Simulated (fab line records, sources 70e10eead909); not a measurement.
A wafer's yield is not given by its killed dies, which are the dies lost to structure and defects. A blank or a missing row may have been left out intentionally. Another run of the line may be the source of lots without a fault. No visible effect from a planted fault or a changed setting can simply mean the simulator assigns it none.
The tool behind it: which one? || flow nand harc || 11 lots with 33 wafers sampled at 5 steps, on a route of 1159 steps

WHAT THE GAUGES SHOWED, per wafer
NHARC_END_SORT_01.
{"lot": "L726", "measured": "day 19 21:27", "on": "prober-01", "killed at array": "16 27 21", "killed at other": "0 1 0", "killed at periphery": "4 8 5", "killed dies": "20 36 26", "killed open": "0 7 1", "killed short": "1 2 1"}
{"lot": "L727", "measured": "day 20 06:50", "on": "prober-01", "killed at array": "49 49 51", "killed at other": "0 1 1", "killed at periphery": "1 3 3", "killed dies": "50 53 55", "killed open": "7 3 5", "killed short": "0 1 0"}
{"lot": "L729", "measured": "day 21 02:23", "on": "prober-01", "killed at array": "32 30 32", "killed at other": "1 0 0", "killed at periphery": "2 3 3", "killed dies": "35 33 35", "killed open": "4 2 5", "killed short": "0 0 3"}
{"lot": "L731", "measured": "day 21 17:05", "on": "prober-02", "killed at array": "43 38 51", "killed at other": "1 1 0", "killed at periphery": "2 0 4", "killed dies": "46 39 55", "killed open": "0 2 4", "killed short": "2 1 4"}
{"lot": "L730", "measured": "day 21 11:05", "on": "prober-01", "killed at array": "28 44 46", "killed at other": "0 0 3", "killed at periphery": "2 2 4", "killed dies": "30 46 53", "killed open": "1 6 4", "killed short": "1 1 2"}
{"lot": "L732", "measured": "day 21 10:03", "on": "prober-02", "killed at array": "20 11 14", "killed at other": "0 1 0", "killed at periphery": "1 1 1", "killed dies": "21 13 15", "killed open": "5 3 0", "killed short": "0 1 3"}
{"lot": "L733", "measured": "day 21 18:58", "on": "prober-01", "killed at array": "16 17 16", "killed at other": "1 0 0", "killed at periphery": "4 4 5", "killed dies": "21 21 21", "killed open": "2 1 3", "killed short": "4 5 7"}
{"lot": "L734", "measured": "day 22 07:40", "on": "prober-02", "killed at array": "41 47 48", "killed at other": "0 0 0", "killed at periphery": "2 3 1", "killed dies": "43 50 49", "killed open": "3 4 3", "killed short": "0 6 0"}
{"lot": "L736", "measured": "day 22 15:24", "on": "prober-01", "killed at array": "322 30 393", "killed at other": "0 1 1", "killed at periphery": "4 1 3", "killed dies": "326 32 397", "killed open": "2 1 1", "killed short": "3 4 3"}
{"lot": "L744", "measured": "day 24 18:47", "on": "prober-01", "killed at array": "50 45 55", "killed at other": "1 0 1", "killed at periphery": "7 3 7", "killed dies": "58 48 63", "killed open": "2 1 7", "killed short": "1 2 2"}
{"lot": "L746", "measured": "day 25 03:30", "on": "prober-01", "killed at array": "22 21 15", "killed at other": "0 1 0", "killed at periphery": "0 1 1", "killed dies": "22 23 16", "killed open": "2 3 3", "killed short": "3 2 1"}

WHAT TOOL EACH LOT RAN ON (gives the tool, then ch and the chambers of the sampled wafers, and finally the start)
{"lot": "L726", "NHARC_A_STAIRCASE_DESCUM_252": "rie diel-01 ch 0,2,3, day 11 22:31", "NHARC_A_STAIRCASE_STRIP_254": "plasma asher-02 ch 0,1, day 11 22:40", "NHARC_A_STAIRCASE_DESCUM_291": "rie diel-01 ch 0,1,3, day 12 02:19", "NHARC_A_STAIRCASE_ETCH_292": "rie diel-01 ch 0,1, day 12 02:25"}
{"lot": "L727", "NHARC_A_STAIRCASE_DESCUM_252": "rie diel-04 ch 1,3, day 12 06:17", "NHARC_A_STAIRCASE_STRIP_254": "plasma asher-01 ch 0,1, day 12 06:33", "NHARC_A_STAIRCASE_DESCUM_291": "rie diel-01 ch 0,1,3, day 12 12:17", "NHARC_A_STAIRCASE_ETCH_292": "rie diel-01 ch 0,1,2, day 12 12:24"}
{"lot": "L729", "NHARC_A_STAIRCASE_DESCUM_252": "rie diel-02 ch 0,3, day 12 21:27", "NHARC_A_STAIRCASE_STRIP_254": "plasma asher-01 ch 0,1, day 12 21:37", "NHARC_A_STAIRCASE_DESCUM_291": "rie diel-02 ch 0,1,2, day 13 01:21", "NHARC_A_STAIRCASE_ETCH_292": "rie diel-02 ch 0,1, day 13 01:26"}
{"lot": "L731", "NHARC_A_STAIRCASE_DESCUM_252": "rie diel-04 ch 0,2,3, day 13 13:47", "NHARC_A_STAIRCASE_STRIP_254": "plasma asher-02 ch 0,1, day 13 14:01", "NHARC_A_STAIRCASE_DESCUM_291": "rie diel-02 ch 0,3, day 13 17:37", "NHARC_A_STAIRCASE_ETCH_292": "rie diel-02 ch 0,2,3, day 13 17:41"}
{"lot": "L730", "NHARC_A_STAIRCASE_DESCUM_252": "rie diel-04 ch 0,1, day 13 15:28", "NHARC_A_STAIRCASE_STRIP_254": "plasma asher-01 ch 0,1, day 13 15:43", "NHARC_A_STAIRCASE_DESCUM_291": "rie diel-04 ch 0,1,2, day 13 21:31", "NHARC_A_STAIRCASE_ETCH_292": "rie diel-04 ch 2,3, day 13 21:35"}
{"lot": "L732", "NHARC_A_STAIRCASE_DESCUM_252": "rie diel-04 ch 0,2,3, day 13 15:46", "NHARC_A_STAIRCASE_STRIP_254": "plasma asher-02 ch 0,1, day 13 15:55", "NHARC_A_STAIRCASE_DESCUM_291": "rie diel-01 ch 0,1,3, day 13 21:41", "NHARC_A_STAIRCASE_ETCH_292": "rie diel-01 ch 0,1,3, day 13 21:46"}
{"lot": "L733", "NHARC_A_STAIRCASE_DESCUM_252": "rie diel-01 ch 1,2,3, day 13 23:43", "NHARC_A_STAIRCASE_STRIP_254": "plasma asher-01 ch 0,1, day 13 23:59", "NHARC_A_STAIRCASE_DESCUM_291": "rie diel-04 ch 0,1,3, day 14 03:29", "NHARC_A_STAIRCASE_ETCH_292": "rie diel-04 ch 0,1,2, day 14 03:37"}
{"lot": "L734", "NHARC_A_STAIRCASE_DESCUM_252": "rie diel-04 ch 1,2,3, day 14 13:59", "NHARC_A_STAIRCASE_STRIP_254": "plasma asher-01 ch 0,1, day 14 14:14", "NHARC_A_STAIRCASE_DESCUM_291": "rie diel-04 ch 2,3, day 14 19:23", "NHARC_A_STAIRCASE_ETCH_292": "rie diel-04 ch 0,1,3, day 14 19:30"}
{"lot": "L736", "NHARC_A_STAIRCASE_DESCUM_252": "rie diel-04 ch 0,1,2, day 14 18:53", "NHARC_A_STAIRCASE_STRIP_254": "plasma asher-01 ch 0,1, day 14 19:11", "NHARC_A_STAIRCASE_DESCUM_291": "rie diel-01 ch 0,1,2, day 14 22:44", "NHARC_A_STAIRCASE_ETCH_292": "rie diel-01 ch 0,1, day 14 22:52"}
{"lot": "L744", "NHARC_A_STAIRCASE_DESCUM_252": "rie diel-02 ch 0,2,3, day 16 14:32", "NHARC_A_STAIRCASE_STRIP_254": "plasma asher-02 ch 0,1, day 16 14:44", "NHARC_A_STAIRCASE_DESCUM_291": "rie diel-02 ch 0,1,3, day 16 19:48", "NHARC_A_STAIRCASE_ETCH_292": "rie diel-02 ch 2,3, day 16 19:53"}
{"lot": "L746", "NHARC_A_STAIRCASE_DESCUM_252": "rie diel-02 ch 0,1,2, day 17 00:20", "NHARC_A_STAIRCASE_STRIP_254": "plasma asher-02 ch 0,1, day 17 00:45", "NHARC_A_STAIRCASE_DESCUM_291": "rie diel-02 ch 0,2,3, day 17 04:19", "NHARC_A_STAIRCASE_ETCH_292": "rie diel-02 ch 0,1,2, day 17 04:25"}
- NHARC_A_STAIRCASE_DESCUM_252: chemistry O2, time 3 s.
- NHARC_A_STAIRCASE_STRIP_254: strips in O2.
- NHARC_A_STAIRCASE_DESCUM_291: chemistry O2, time 3 s.
- NHARC_A_STAIRCASE_ETCH_292: etches the open film in CF4/CHF3.

WHAT THE TOOLS THEMSELVES READ (means of the sampled wafers that have a number; where no wafer has one, the mark that the record gives instead)
NHARC_A_STAIRCASE_DESCUM_252.
{"lot": "L726", "tool": "rie diel-01", "drypump motor current A (A)": 5.7, "oes product au (a.u.)": 1.001, "rf vpp V (V)": 58.2, "showerhead plenum p Torr (Torr)": 1.91, "throttle valve pct (%)": 11.303}
{"lot": "L727", "tool": "rie diel-04", "drypump motor current A (A)": 5.8, "oes product au (a.u.)": 0.989, "rf vpp V (V)": 58.1, "showerhead plenum p Torr (Torr)": 1.94, "throttle valve pct (%)": 11.303}
{"lot": "L729", "tool": "rie diel-02", "drypump motor current A (A)": 5.9, "oes product au (a.u.)": 1.000, "rf vpp V (V)": 57.2, "showerhead plenum p Torr (Torr)": 1.79, "throttle valve pct (%)": 11.313}
{"lot": "L731", "tool": "rie diel-04", "drypump motor current A (A)": 5.3, "oes product au (a.u.)": 0.996, "rf vpp V (V)": 58.2, "showerhead plenum p Torr (Torr)": 1.94, "throttle valve pct (%)": 11.314}
{"lot": "L730", "tool": "rie diel-04", "drypump motor current A (A)": 5.6, "oes product au (a.u.)": 1.001, "rf vpp V (V)": 57.9, "showerhead plenum p Torr (Torr)": 1.96, "throttle valve pct (%)": 11.302}
{"lot": "L732", "tool": "rie diel-04", "drypump motor current A (A)": 5.3, "oes product au (a.u.)": 1.000, "rf vpp V (V)": 57.4, "showerhead plenum p Torr (Torr)": 1.94, "throttle valve pct (%)": 11.312}
{"lot": "L733", "tool": "rie diel-01", "drypump motor current A (A)": 5.5, "oes product au (a.u.)": 1.006, "rf vpp V (V)": 59.0, "showerhead plenum p Torr (Torr)": 1.94, "throttle valve pct (%)": 11.298}
{"lot": "L734", "tool": "rie diel-04", "drypump motor current A (A)": 5.7, "oes product au (a.u.)": 0.994, "rf vpp V (V)": 57.4, "showerhead plenum p Torr (Torr)": 1.91, "throttle valve pct (%)": 11.314}
{"lot": "L736", "tool": "rie diel-04", "drypump motor current A (A)": 5.4, "oes product au (a.u.)": 0.998, "rf vpp V (V)": 57.9, "showerhead plenum p Torr (Torr)": 1.94, "throttle valve pct (%)": 11.322}
{"lot": "L744", "tool": "rie diel-02", "drypump motor current A (A)": 5.7, "oes product au (a.u.)": 1.008, "rf vpp V (V)": 57.8, "showerhead plenum p Torr (Torr)": 1.88, "throttle valve pct (%)": 11.312}
{"lot": "L746", "tool": "rie diel-02", "drypump motor current A (A)": 6.1, "oes product au (a.u.)": 0.996, "rf vpp V (V)": 58.3, "showerhead plenum p Torr (Torr)": 1.88, "throttle valve pct (%)": 11.318}

NHARC_A_STAIRCASE_STRIP_254.
{"lot": "L726", "tool": "plasma asher-02", "drypump motor current A (A)": 5.4, "heater power w (W)": 336}
{"lot": "L727", "tool": "plasma asher-01", "drypump motor current A (A)": 5.6, "heater power w (W)": 328}
{"lot": "L729", "tool": "plasma asher-01", "drypump motor current A (A)": 5.4, "heater power w (W)": 328}
{"lot": "L731", "tool": "plasma asher-02", "drypump motor current A (A)": 5.4, "heater power w (W)": 337}
{"lot": "L730", "tool": "plasma asher-01", "drypump motor current A (A)": 5.4, "heater power w (W)": 338}
{"lot": "L732", "tool": "plasma asher-02", "drypump motor current A (A)": 5.4, "heater power w (W)": 337}
{"lot": "L733", "tool": "plasma asher-01", "drypump motor current A (A)": 5.6, "heater power w (W)": 337}
{"lot": "L734", "tool": "plasma asher-01", "drypump motor current A (A)": 5.4, "heater power w (W)": 327}
{"lot": "L736", "tool": "plasma asher-01", "drypump motor current A (A)": 5.6, "heater power w (W)": 344}
{"lot": "L744", "tool": "plasma asher-02", "drypump motor current A (A)": 5.7, "heater power w (W)": 345}
{"lot": "L746", "tool": "plasma asher-02", "drypump motor current A (A)": 5.7, "heater power w (W)": 338}

NHARC_A_STAIRCASE_DESCUM_291.
{"lot": "L726", "tool": "rie diel-01", "drypump motor current A (A)": 5.4, "oes product au (a.u.)": 0.997, "rf vpp V (V)": 58.2, "showerhead plenum p Torr (Torr)": 1.95, "throttle valve pct (%)": 11.307}
{"lot": "L727", "tool": "rie diel-01", "drypump motor current A (A)": 5.4, "oes product au (a.u.)": 0.994, "rf vpp V (V)": 58.1, "showerhead plenum p Torr (Torr)": 1.95, "throttle valve pct (%)": 11.311}
{"lot": "L729", "tool": "rie diel-02", "drypump motor current A (A)": 6.1, "oes product au (a.u.)": 0.984, "rf vpp V (V)": 57.8, "showerhead plenum p Torr (Torr)": 1.79, "throttle valve pct (%)": 11.308}
{"lot": "L731", "tool": "rie diel-02", "drypump motor current A (A)": 5.5, "oes product au (a.u.)": 1.001, "rf vpp V (V)": 57.8, "showerhead plenum p Torr (Torr)": 1.79, "throttle valve pct (%)": 11.308}
{"lot": "L730", "tool": "rie diel-04", "drypump motor current A (A)": 5.4, "oes product au (a.u.)": 1.004, "rf vpp V (V)": 58.3, "showerhead plenum p Torr (Torr)": 1.94, "throttle valve pct (%)": 11.317}
{"lot": "L732", "tool": "rie diel-01", "drypump motor current A (A)": 5.4, "oes product au (a.u.)": 1.000, "rf vpp V (V)": 56.8, "showerhead plenum p Torr (Torr)": 1.94, "throttle valve pct (%)": 11.310}
{"lot": "L733", "tool": "rie diel-04", "drypump motor current A (A)": 5.5, "oes product au (a.u.)": 0.988, "rf vpp V (V)": 58.2, "showerhead plenum p Torr (Torr)": 1.96, "throttle valve pct (%)": 11.310}
{"lot": "L734", "tool": "rie diel-04", "drypump motor current A (A)": 5.5, "oes product au (a.u.)": 0.997, "rf vpp V (V)": 58.2, "showerhead plenum p Torr (Torr)": 1.89, "throttle valve pct (%)": 11.312}
{"lot": "L736", "tool": "rie diel-01", "drypump motor current A (A)": 5.8, "oes product au (a.u.)": 1.004, "rf vpp V (V)": 57.8, "showerhead plenum p Torr (Torr)": 1.99, "throttle valve pct (%)": 11.314}
{"lot": "L744", "tool": "rie diel-02", "drypump motor current A (A)": 5.9, "oes product au (a.u.)": 1.007, "rf vpp V (V)": 56.7, "showerhead plenum p Torr (Torr)": 1.79, "throttle valve pct (%)": 11.313}
{"lot": "L746", "tool": "rie diel-02", "drypump motor current A (A)": 5.7, "oes product au (a.u.)": 1.006, "rf vpp V (V)": 57.3, "showerhead plenum p Torr (Torr)": 1.88, "throttle valve pct (%)": 11.310}

NHARC_A_STAIRCASE_ETCH_292.
{"lot": "L726", "tool": "rie diel-01", "drypump motor current A (A)": 5.5, "oes product au (a.u.)": 0.973, "rf fwd power W (W)": 495.4, "rf vpp V (V)": 373.4, "showerhead plenum p Torr (Torr)": 1.67, "throttle valve pct (%)": 16.806}
{"lot": "L727", "tool": "rie diel-01", "drypump motor current A (A)": 5.7, "oes product au (a.u.)": 0.939, "rf fwd power W (W)": 497.3, "rf vpp V (V)": 372.9, "showerhead plenum p Torr (Torr)": 1.64, "throttle valve pct (%)": 16.797}
{"lot": "L729", "tool": "rie diel-02", "drypump motor current A (A)": 6.2, "oes product au (a.u.)": 0.927, "rf fwd power W (W)": 498.2, "rf vpp V (V)": 368.0, "showerhead plenum p Torr (Torr)": 1.49, "throttle valve pct (%)": 16.809}
{"lot": "L731", "tool": "rie diel-02", "drypump motor current A (A)": 5.7, "oes product au (a.u.)": 0.941, "rf fwd power W (W)": 497.2, "rf vpp V (V)": 366.9, "showerhead plenum p Torr (Torr)": 1.47, "throttle valve pct (%)": 16.806}
{"lot": "L730", "tool": "rie diel-04", "drypump motor current A (A)": 5.5, "oes product au (a.u.)": 0.959, "rf fwd power W (W)": 497.2, "rf vpp V (V)": 371.6, "showerhead plenum p Torr (Torr)": 1.56, "throttle valve pct (%)": 16.807}
{"lot": "L732", "tool": "rie diel-01", "drypump motor current A (A)": 5.4, "oes product au (a.u.)": 0.958, "rf fwd power W (W)": 495.7, "rf vpp V (V)": 372.2, "showerhead plenum p Torr (Torr)": 1.59, "throttle valve pct (%)": 16.803}
{"lot": "L733", "tool": "rie diel-04", "drypump motor current A (A)": 5.4, "oes product au (a.u.)": 0.943, "rf fwd power W (W)": 494.4, "rf vpp V (V)": 371.6, "showerhead plenum p Torr (Torr)": 1.59, "throttle valve pct (%)": 16.796}
{"lot": "L734", "tool": "rie diel-04", "drypump motor current A (A)": 5.5, "oes product au (a.u.)": 0.945, "rf fwd power W (W)": 496.2, "rf vpp V (V)": 371.7, "showerhead plenum p Torr (Torr)": 1.61, "throttle valve pct (%)": 16.799}
{"lot": "L736", "tool": "rie diel-01", "drypump motor current A (A)": 5.6, "oes product au (a.u.)": 0.901, "rf fwd power W (W)": 496.8, "rf vpp V (V)": 372.7, "showerhead plenum p Torr (Torr)": 1.63, "throttle valve pct (%)": 16.795}
{"lot": "L744", "tool": "rie diel-02", "drypump motor current A (A)": 5.4, "oes product au (a.u.)": 0.983, "rf fwd power W (W)": 496.5, "rf vpp V (V)": 369.7, "showerhead plenum p Torr (Torr)": 1.55, "throttle valve pct (%)": 16.804}
{"lot": "L746", "tool": "rie diel-02", "drypump motor current A (A)": 6.1, "oes product au (a.u.)": 0.922, "rf fwd power W (W)": 497.0, "rf vpp V (V)": 369.9, "showerhead plenum p Torr (Torr)": 1.55, "throttle valve pct (%)": 16.798}

THE ANSWER, worked out from the rows above alone
Rule: the usual values come from the lots themselves. The widest of any qualifying gaps counts: lots, ordered by their means at a reading, are off when they make up no more than a third of the lots, leave a main group of 4 or more, and stand apart from it by 3 or more times the standard deviation of that group's means. A main group whose means are all the same, to the digits that the tables above print for the reading, isn't used. A lot without any number at a reading at which 4 lots or more have one is off too. Where the step has rows for the other lots, those lots are counted as sound. First the gauges in route order, then the tools' own readings, where a lot's mean is used as printed above. The first step at which some lot is off is used, and at that step the reading that is off furthest; a lot without a number counts as furthest.
Off: L736, at NHARC_END_SORT_01 (killed at array). Main group: mean 33, sd 13.
A tool fits if, at a process step before that reading, it ran every lot that is off, and no sound lot after the first of them. Those tools and the gauges at NHARC_END_SORT_01 are tried in the same way. Can't be told from this: 3 tools fit, rie diel-04 at NHARC_A_STAIRCASE_DESCUM_252, plasma asher-01 at NHARC_A_STAIRCASE_STRIP_254, rie diel-01 at NHARC_A_STAIRCASE_DESCUM_291 and NHARC_A_STAIRCASE_ETCH_292.

WHAT THE SIMULATOR HAD INSERTED
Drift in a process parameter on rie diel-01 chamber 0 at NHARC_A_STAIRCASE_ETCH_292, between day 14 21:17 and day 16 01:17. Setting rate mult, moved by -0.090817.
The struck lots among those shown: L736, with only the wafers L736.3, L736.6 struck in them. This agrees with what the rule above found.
